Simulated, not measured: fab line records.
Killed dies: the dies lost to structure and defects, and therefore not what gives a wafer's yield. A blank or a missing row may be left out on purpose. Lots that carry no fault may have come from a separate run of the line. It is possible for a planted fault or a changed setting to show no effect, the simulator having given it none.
What tool caused it? ; flow nand harc ; 21 wafers from 7 lots sampled at 2 of the route's 1302 steps

## WHAT EACH GAUGE READ, for each wafer
NHARC_A_ONON_D2_THK_MEAS_24: measures by ellipsometry.
lot;measured;on;thk nm (nm)
L439;day 15 00:43;film metro-01;1004 1004 1006
L441;day 15 20:49;film metro-01;998 999 999
L442;day 16 01:38;film metro-01;996 997 999
L444;day 16 15:45;film metro-01;1009 1010 1010
L447;day 18 23:09;film metro-02;1004 1007 1007
L450;day 19 03:23;film metro-01;637 636 636
L453;day 20 16:17;film metro-02;676 673 676

## WHICH TOOL RAN EACH LOT (tool, then ch and the chambers of the sampled wafers, then the start)
lot;NHARC_A_ONON_D2_DEP_22
L439;pecvd onon-04 ch 0, day 15 00:20
L441;pecvd onon-04 ch 0, day 15 20:22
L442;pecvd onon-04 ch 0, day 16 01:08
L444;pecvd onon-01 ch 0, day 16 15:15
L447;pecvd onon-01 ch 0, day 18 22:38
L450;pecvd onon-01 ch 0, day 19 02:52
L453;pecvd onon-01 ch 0, day 20 15:53
- NHARC_A_ONON_D2_DEP_22: target thk 1000 nm.

## THE ANSWER, worked out from the rows above alone
Rule: the usual values come from the lots themselves. Put in order of their means at a reading, lots are off if they are a third of the lots or fewer, leave a main group of 4 or more, and stand apart from it by a gap of 3 or more times the standard deviation of the main group's means; of several such gaps the widest counts. A main group is skipped when, at the precision printed for the reading in the tables above, its means are all equal. Also off: a lot with no number at a reading for which 4 or more lots have one. All remaining lots with rows at the step are treated as sound.
Off: L450, L453 (NHARC_A_ONON_D2_THK_MEAS_24, thk nm). The main group: mean 1003 nm, standard deviation 4.6.
If a tool, at a process step before that reading, ran all the lots that are off and no sound lot after the first of them, it fits. Those tools and the gauges at NHARC_A_ONON_D2_THK_MEAS_24 are tried in the same way. One candidate fits, namely pecvd onon-01 at NHARC_A_ONON_D2_DEP_22. A fault onset in the window from L447 (day 18 22:38, its last sound lot) to L450 (day 19 02:52, its first lot off) fits.

## WHAT HAD BEEN PUT IN BY THE SIMULATOR
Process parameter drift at NHARC_A_ONON_D2_DEP_22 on pecvd onon-01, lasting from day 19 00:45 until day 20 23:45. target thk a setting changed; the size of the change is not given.
Struck lots among those shown: L450, L453. This agrees with what the rule above found.
